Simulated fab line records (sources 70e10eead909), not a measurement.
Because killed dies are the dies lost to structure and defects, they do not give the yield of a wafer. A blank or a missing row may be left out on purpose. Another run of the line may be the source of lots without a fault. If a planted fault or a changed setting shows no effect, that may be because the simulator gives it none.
fab line records | flow nandHarc | part 2 of 2: steps 28 to 40 of 40
record lots=5 | wafers=15 | lastDay=34
route steps=1302 shown P_GATE@162
lots that met no fault: taken from a fault-free run of the same line
startH: hours from the record's first day to the start of the lot's first wafer shown | waitH: hours elapsed since this lot's preceding step | " identical to the entry in the row above | L1.1+2: a row that stands for several wafers | - no value present, or no start provided | * or withheld: withheld | < > ~ a bound
route shown NAME@n: NAME is a module with steps in the file, n the number in the route of the first one | usual: mean/standard deviation of fault-free wafers | same: alike in all rows | chamber/n: place in a boat | sites: readings site by site | _std_site: the values' standard deviation | _edge_site: outer sites' mean less inner sites' | radiusMm: how far each site lies from the wafer's centre | mask NAME#n: copy n | behind: the last tool/chamber to shape the wafer | hold: why the lot went on hold/how many hours it stayed there/how the hold came to an end | device: names the non-switching transistor (n, p or np) | end of line: at the end of the route, the tests of the same wafers | a step without rows: its recipe alone | killed: dies that structure and defects cost at the first sort, which is not the same as the wafer's yield | map: a wafer's dies, x killed, . not, _ none there
set.NAME: setting as actually run; set.NAME@STEP: the setting as run at that earlier step | model.NAME: the simulator's own value behind a step, which no gauge read
lots seen at some steps along the route; tables by step, rows by wafer
services: from which hour (startH, from the record's first day; less than 0 if before it) a tool's chamber was out of use, for how many hours, and why
## steps
# step NHARC_P_GATE_STRIP_112
# recipe powerW=1500 | tempC=110 | timeS=200 | chemistry=N2/H2
# usual drypumpMotorCurrentA=6.0/0.36 | heaterPowerW=86/7.4
lot.wafer | tool           | chamber | startH | waitH | drypumpMotorCurrentA | heaterPowerW | rfHoursCounterH
L077.4    | plasmaAsher-02 | 0       | 144.48 | 0.2   | 5.7                  | 99           | -
L077.6    | "              | 1       | "      | "     | 6.1                  | 82           | -
L077.5    | "              | 0       | "      | "     | 5.7                  | 99           | -
L085.3    | plasmaAsher-02 | 0       | 222.47 | 0.2   | 5.7                  | 97           | -
L085.4    | "              | 1       | "      | "     | 6.1                  | 83           | -
L085.6    | "              | 0       | "      | "     | 5.7                  | 98           | -
L090.2    | plasmaAsher-02 | 0       | 276.42 | 0.2   | 5.7                  | 92           | 5
L090.1    | "              | 1       | "      | "     | 6.1                  | 82           | 5
L090.4    | "              | 0       | "      | "     | 5.7                  | 89           | -
L091.2    | plasmaAsher-01 | 0       | 281.89 | 0.2   | 6.6                  | 74           | 23
L091.6    | "              | 1       | "      | "     | 5.5                  | 87           | -
L091.5    | "              | 0       | "      | "     | 6.5                  | 76           | -
L097.1    | plasmaAsher-02 | 1       | 343.94 | 0.2   | 6.1                  | 83           | 18
L097.2    | "              | 0       | "      | "     | 5.7                  | 93           | 18
L097.5    | "              | 0       | "      | "     | 5.7                  | 91           | -
# step NHARC_P_GATE_STRIP_76
# recipe powerW=1500 | tempC=250 | chemistry=O2
# usual drypumpMotorCurrentA=6.0/0.36 | heaterPowerW=322/27
lot.wafer | tool           | chamber | startH | waitH | drypumpMotorCurrentA | heaterPowerW | rfHoursCounterH
L077.4    | plasmaAsher-02 | 0       | 144.64 | 0.1   | 5.7                  | 365          | -
L077.6    | "              | 1       | "      | "     | 6.1                  | 307          | -
L077.5    | "              | 0       | "      | "     | 5.7                  | 369          | -
L085.3    | plasmaAsher-02 | 0       | 222.67 | 0.2   | 5.7                  | 368          | -
L085.4    | "              | 1       | "      | "     | 6.1                  | 296          | -
L085.6    | "              | 0       | "      | "     | 5.7                  | 369          | -
L090.2    | plasmaAsher-02 | 0       | 276.68 | 0.2   | 5.7                  | 339          | 5
L090.1    | "              | 1       | "      | "     | 6.1                  | 313          | 5
L090.4    | "              | 0       | "      | "     | 5.7                  | 342          | -
L091.2    | plasmaAsher-01 | 0       | 282.11 | 0.2   | 6.6                  | 285          | 23
L091.6    | "              | 1       | "      | "     | 5.5                  | 322          | -
L091.5    | "              | 0       | "      | "     | 6.5                  | 288          | -
L097.1    | plasmaAsher-02 | 1       | 344.20 | 0.2   | 6.1                  | 313          | 18
L097.2    | "              | 0       | "      | "     | 5.7                  | 348          | 18
L097.5    | "              | 0       | "      | "     | 5.7                  | 342          | -
# step NHARC_P_GATE_STRIP_63
# recipe timeS=900 | tempC=130 | chemistry=SPM
lot.wafer  | tool        | chamber | startH | waitH
L077.5+4+6 | wetBench-05 | 3,5,0   | 144.75 | 0.1
L085.4+6+3 | wetBench-05 | 4,5,0   | 222.80 | 0.1
L090.1+2+4 | wetBench-01 | 5,7,0   | 276.84 | 0.1
L091.6+2+5 | wetBench-05 | 6,7,2   | 282.25 | 0.1
L097.1+2+5 | wetBench-05 | 2,5,6   | 344.35 | 0.1
# step NHARC_P_GATE_DEHYDRATE_83
# recipe tempC=150 | timeS=120
# usual heaterPowerTotalW=182.4/1.2
lot.wafer | tool          | chamber | startH | waitH | heaterPowerTotalW
L077.4    | lithoTrack-03 | 0       | 145.10 | -     | 183.8
L077.5    | "             | 0       | "      | "     | 183.3
L077.6    | "             | 0       | "      | "     | 184.0
L085.3    | lithoTrack-05 | 0       | 223.14 | -     | 181.2
L085.4    | "             | 0       | "      | "     | 182.8
L085.6    | "             | 0       | "      | "     | 183.0
L090.1    | lithoTrack-02 | 0       | 277.18 | -     | 181.3
L090.2    | "             | 0       | "      | "     | 183.9
L090.4    | "             | 0       | "      | "     | 183.0
L091.2    | lithoTrack-05 | 0       | 282.59 | -     | 182.2
L091.5    | "             | 0       | "      | "     | 183.8
L091.6    | "             | 0       | "      | "     | 182.2
L097.1    | lithoTrack-03 | 0       | 344.69 | -     | 181.5
L097.2    | "             | 0       | "      | "     | 183.9
L097.5    | "             | 0       | "      | "     | 181.1
# step NHARC_P_GATE_HMDS_84
# recipe timeS=30
lot.wafer  | tool          | chamber | startH | waitH
L077.4+5+6 | lithoTrack-03 | 0       | -      | -
L085.3+4+6 | lithoTrack-05 | 0       | -      | -
L090.1+2+4 | lithoTrack-02 | 0       | -      | -
L091.2+5+6 | lithoTrack-05 | 0       | -      | -
L097.1+2+5 | lithoTrack-03 | 0       | -      | -
# step NHARC_P_GATE_COAT_85
# recipe spinRpm=3000
lot.wafer  | tool          | chamber | startH | waitH
L077.4+5+6 | lithoTrack-03 | 0       | -      | -
L085.3+4+6 | lithoTrack-05 | 0       | -      | -
L090.1+2+4 | lithoTrack-02 | 0       | -      | -
L091.2+5+6 | lithoTrack-05 | 0       | -      | -
L097.1+2+5 | lithoTrack-03 | 0       | -      | -
# step NHARC_P_GATE_SOFTBAKE_86
# recipe tempC=122 | timeS=95
# usual heaterPowerTotalW=160.1/0.46
lot.wafer | tool          | chamber | startH | waitH | heaterPowerTotalW
L077.4    | lithoTrack-03 | 0       | -      | -     | 160.0
L077.5    | "             | 0       | "      | "     | 159.9
L077.6    | "             | 0       | "      | "     | 160.7
L085.3    | lithoTrack-05 | 0       | -      | -     | 159.9
L085.4    | "             | 0       | "      | "     | 159.3
L085.6    | "             | 0       | "      | "     | 160.0
L090.1    | lithoTrack-02 | 0       | -      | -     | 159.2
L090.2    | "             | 0       | "      | "     | 160.6
L090.4    | "             | 0       | "      | "     | 159.7
L091.2    | lithoTrack-05 | 0       | -      | -     | 159.9
L091.5    | "             | 0       | "      | "     | 160.0
L091.6    | "             | 0       | "      | "     | 160.1
L097.1    | lithoTrack-03 | 0       | -      | -     | 159.2
L097.2    | "             | 0       | "      | "     | 160.0
L097.5    | "             | 0       | "      | "     | 160.5
# step NHARC_P_GATE_EBR_87
lot.wafer  | tool          | chamber | startH | waitH
L077.4+5+6 | lithoTrack-03 | 0       | -      | -
L085.3+4+6 | lithoTrack-05 | 0       | -      | -
L090.1+2+4 | lithoTrack-02 | 0       | -      | -
L091.2+5+6 | lithoTrack-05 | 0       | -      | -
L097.1+2+5 | lithoTrack-03 | 0       | -      | -
# step NHARC_P_GATE_EXPOSE_88
# recipe na=0.6 | targetCdNm=2000 | doseMj=11.87 | maskId=P_HVN
# usual focusOffsetNm=0.1/0.5
lot.wafer | tool          | chamber | startH | waitH | mask    | focusOffsetNm
L077.4    | krfScanner-01 | 0       | 145.26 | -     | P_HVN#0 | -0.3
L077.5    | "             | 0       | "      | "     | P_HVN#0 | -0.1
L077.6    | "             | 0       | "      | "     | P_HVN#0 | -0.2
L085.3    | krfScanner-03 | 0       | 223.42 | -     | P_HVN#0 | 0.8
L085.4    | "             | 0       | "      | "     | P_HVN#0 | 0.7
L085.6    | "             | 0       | "      | "     | P_HVN#0 | 0.1
L090.1    | krfScanner-01 | 0       | 277.32 | -     | P_HVN#0 | -0.3
L090.2    | "             | 0       | "      | "     | P_HVN#0 | -0.2
L090.4    | "             | 0       | "      | "     | P_HVN#0 | 0.1
L091.2    | krfScanner-01 | 0       | 282.74 | -     | P_HVN#0 | 0.0
L091.5    | "             | 0       | "      | "     | P_HVN#0 | 0.5
L091.6    | "             | 0       | "      | "     | P_HVN#0 | -0.3
L097.1    | krfScanner-01 | 0       | 344.84 | -     | P_HVN#0 | 0.4
L097.2    | "             | 0       | "      | "     | P_HVN#0 | -0.2
L097.5    | "             | 0       | "      | "     | P_HVN#0 | 0.5
# step NHARC_P_GATE_PEB_89
# recipe pebTempC=118 | pebTimeS=85
# usual heaterPowerTotalW=163.98/0.29
# same pebTimeS=85
lot.wafer | tool          | chamber | startH | waitH | heaterPowerTotalW
L077.4    | lithoTrack-03 | 0       | 145.31 | 0.0   | 163.60
L077.5    | "             | 0       | "      | "     | 163.64
L077.6    | "             | 0       | "      | "     | 164.27
L085.3    | lithoTrack-02 | 0       | 223.48 | 0.1   | 163.93
L085.4    | "             | 0       | "      | "     | 164.01
L085.6    | "             | 0       | "      | "     | 163.66
L090.1    | lithoTrack-02 | 0       | 277.39 | 0.1   | 163.82
L090.2    | "             | 0       | "      | "     | 163.63
L090.4    | "             | 0       | "      | "     | 164.12
L091.2    | lithoTrack-03 | 0       | 282.80 | 0.1   | 164.08
L091.5    | "             | 0       | "      | "     | 164.27
L091.6    | "             | 0       | "      | "     | 163.94
L097.1    | lithoTrack-03 | 0       | 344.90 | 0.1   | 164.20
L097.2    | "             | 0       | "      | "     | 163.99
L097.5    | "             | 0       | "      | "     | 163.70
# step NHARC_P_GATE_DEVELOP_90
# recipe timeS=70
lot.wafer  | tool          | chamber | startH | waitH
L077.4+5+6 | lithoTrack-03 | 0       | -      | -
L085.3+4+6 | lithoTrack-02 | 0       | -      | -
L090.1+2+4 | lithoTrack-02 | 0       | -      | -
L091.2+5+6 | lithoTrack-03 | 0       | -      | -
L097.1+2+5 | lithoTrack-03 | 0       | -      | -
# step NHARC_P_GATE_CD_MEAS_91
# recipe targetCdNm=2000 | landingEnergyEv=500
# usual cdNm=1999.8/1.8
lot.wafer | tool     | chamber | startH | waitH | cdNm
L077.4    | cdSem-03 | 0       | 145.41 | -     | 2001.8
L077.5    | "        | 0       | "      | "     | 2002.3
L077.6    | "        | 0       | "      | "     | 1998.7
L085.3    | cdSem-02 | 0       | 223.57 | -     | 2001.9
L085.4    | "        | 0       | "      | "     | 1998.7
L085.6    | "        | 0       | "      | "     | 1999.6
L090.1    | cdSem-03 | 0       | 277.48 | -     | 1999.3
L090.2    | "        | 0       | "      | "     | 2001.8
L090.4    | "        | 0       | "      | "     | 2002.1
L091.2    | cdSem-03 | 0       | 282.90 | -     | 1998.7
L091.5    | "        | 0       | "      | "     | 1999.1
L091.6    | "        | 0       | "      | "     | 2002.9
L097.1    | cdSem-03 | 0       | 344.99 | -     | 2000.9
L097.2    | "        | 0       | "      | "     | 2002.0
L097.5    | "        | 0       | "      | "     | 1999.8
# step NHARC_P_GATE_HARDBAKE_92
# recipe tempC=125 | timeS=80
# usual heaterPowerTotalW=183.9/0.75
lot.wafer | tool          | chamber | startH | waitH | heaterPowerTotalW
L077.4    | lithoTrack-03 | 0       | 145.49 | -     | 184.2
L077.5    | "             | 0       | "      | "     | 183.7
L077.6    | "             | 0       | "      | "     | 184.7
L085.3    | lithoTrack-05 | 0       | 223.65 | -     | 184.3
L085.4    | "             | 0       | "      | "     | 183.0
L085.6    | "             | 0       | "      | "     | 182.9
L090.1    | lithoTrack-02 | 0       | 277.56 | -     | 184.0
L090.2    | "             | 0       | "      | "     | 183.2
L090.4    | "             | 0       | "      | "     | 184.9
L091.2    | lithoTrack-05 | 0       | 282.98 | -     | 183.9
L091.5    | "             | 0       | "      | "     | 184.2
L091.6    | "             | 0       | "      | "     | 184.3
L097.1    | lithoTrack-02 | 0       | 345.07 | -     | 183.1
L097.2    | "             | 0       | "      | "     | 184.1
L097.5    | "             | 0       | "      | "     | 184.9
## services
tool           | chamber | startH | hours | kind
lithoTrack-05  | -       | 124.00 | 7.0   | pm
rieDiel-06     | -       | 130.20 | 9.0   | pm
krfScanner-01  | -       | 140.02 | 4.0   | pm
implanter-02   | -       | 146.43 | 13.0  | pm
rieDiel-03     | 1       | 155.32 | 20.9  | repair
plasmaAsher-01 | -       | 165.21 | 9.0   | pm
rieDiel-06     | 0       | 172.58 | 21.5  | repair
implanter-02   | -       | 193.78 | 2.9   | repair
rieDiel-06     | -       | 207.70 | 0.2   | repair
rieDiel-03     | 2       | 219.51 | 15.7  | repair
krfScanner-03  | -       | 224.00 | 4.0   | pm
lithoTrack-02  | -       | 227.00 | 7.0   | pm
plasmaAsher-02 | -       | 249.00 | 9.0   | pm
wetBench-05    | -       | 263.68 | 8.0   | pm
lithoTrack-03  | -       | 275.00 | 7.0   | pm
krfScanner-03  | -       | 285.29 | 53.7  | repair
wetBench-05    | -       | 285.31 | 1.4   | repair
lithoTrack-05  | -       | 299.00 | 7.0   | pm
wetBench-05    | -       | 307.25 | 6.2   | repair
krfScanner-01  | -       | 312.02 | 4.0   | pm
implanter-02   | -       | 325.30 | 5.2   | repair
implanter-01   | -       | 327.13 | 13.0  | pm
implanter-02   | -       | 338.26 | 1.6   | repair
plasmaAsher-01 | -       | 342.56 | 9.0   | pm
